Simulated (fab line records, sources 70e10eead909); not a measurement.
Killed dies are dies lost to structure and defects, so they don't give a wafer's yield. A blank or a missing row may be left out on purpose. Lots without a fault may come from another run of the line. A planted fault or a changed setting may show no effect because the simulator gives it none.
Which tool did it? | flow nand_harc | 6 lots, 18 wafers sampled, at 5 steps of a route of 1302

WHAT THE GAUGES READ, wafer by wafer
NHARC_END_SORT_01.
lot | measured | on | killed_at_array

WHICH TOOL RAN EACH LOT (tool, then ch and the chambers of the sampled wafers, then the start)
lot  | NHARC_A_CHANNEL_HOLE_D1_ETCH_25  | NHARC_A_CHANNEL_HOLE_D1_ETCH_26  | NHARC_A_CHANNEL_HOLE_D1_STRIP_27              | NHARC_A_DECK1_JOINT_ETCHBACK_07
L401 | har_etch-01 ch 1, day 9 19:08    | har_etch-01 ch 1, day 9 19:55    | rie_diel-07 ch 0,1, day 12 01:12 or earlier   | rie_si-03 ch 2,3, day 12 01:12
L405 | har_etch-01 ch 0,1, day 12 02:38 | har_etch-01 ch 0,1, day 12 03:23 | rie_diel-01 ch 0,3, day 14 05:41 or earlier   | rie_si-02 ch 1,2,3, day 14 05:41
L408 | har_etch-01 ch 0,1, day 13 02:01 | har_etch-01 ch 0,1, day 13 02:40 | rie_diel-01 ch 0,1, day 15 08:17 or earlier   | rie_si-02 ch 2,3, day 15 08:17
L410 | har_etch-01 ch 0, day 13 13:06   | har_etch-01 ch 0, day 13 13:59   | rie_diel-01 ch 1,2,3, day 15 18:27 or earlier | rie_si-05 ch 0,2, day 15 18:27
L413 | har_etch-01 ch 0,1, day 14 18:08 | har_etch-01 ch 0,1, day 14 19:01 | rie_diel-01 ch 0,1,3, day 16 21:34 or earlier | rie_si-03 ch 1,2,3, day 16 21:34
L421 | har_etch-02 ch 0, day 18 10:58   | har_etch-02 ch 0, day 18 11:44   | rie_diel-01 ch 1,2, day 20 21:08 or earlier   | rie_si-03 ch 0,3, day 20 21:08
- NHARC_A_CHANNEL_HOLE_D1_ETCH_25: etches the open film in C4F8/O2/Ar, time 1040.2 s, target depth 1500 nm.
- NHARC_A_CHANNEL_HOLE_D1_ETCH_26: etches the open film in C4F8/O2/Ar, time 224.1 s, target depth 300 nm.
- NHARC_A_CHANNEL_HOLE_D1_STRIP_27: strips in O2.
- NHARC_A_DECK1_JOINT_ETCHBACK_07: etches the open film in HBr, target depth 105 nm, time 26.9 s.

THE ANSWER, worked out from the rows above alone
Rule: what is usual is taken from the lots themselves. Put in order of their means at a reading, lots are off if they are a third of the lots or fewer, leave a main group of 4 or more, and stand apart from it by a gap of 3 or more times the standard deviation of the main group's means; of several such gaps the widest counts. A main group whose means are all the same, to the digits that the tables above print for the reading, isn't used. A lot without any number at a reading at which 4 lots or more have one is off too. The other lots that the step has rows for count as sound.
No lot is off at any reading shown: from this, nothing can be told.

WHAT THE SIMULATOR HAD PUT IN
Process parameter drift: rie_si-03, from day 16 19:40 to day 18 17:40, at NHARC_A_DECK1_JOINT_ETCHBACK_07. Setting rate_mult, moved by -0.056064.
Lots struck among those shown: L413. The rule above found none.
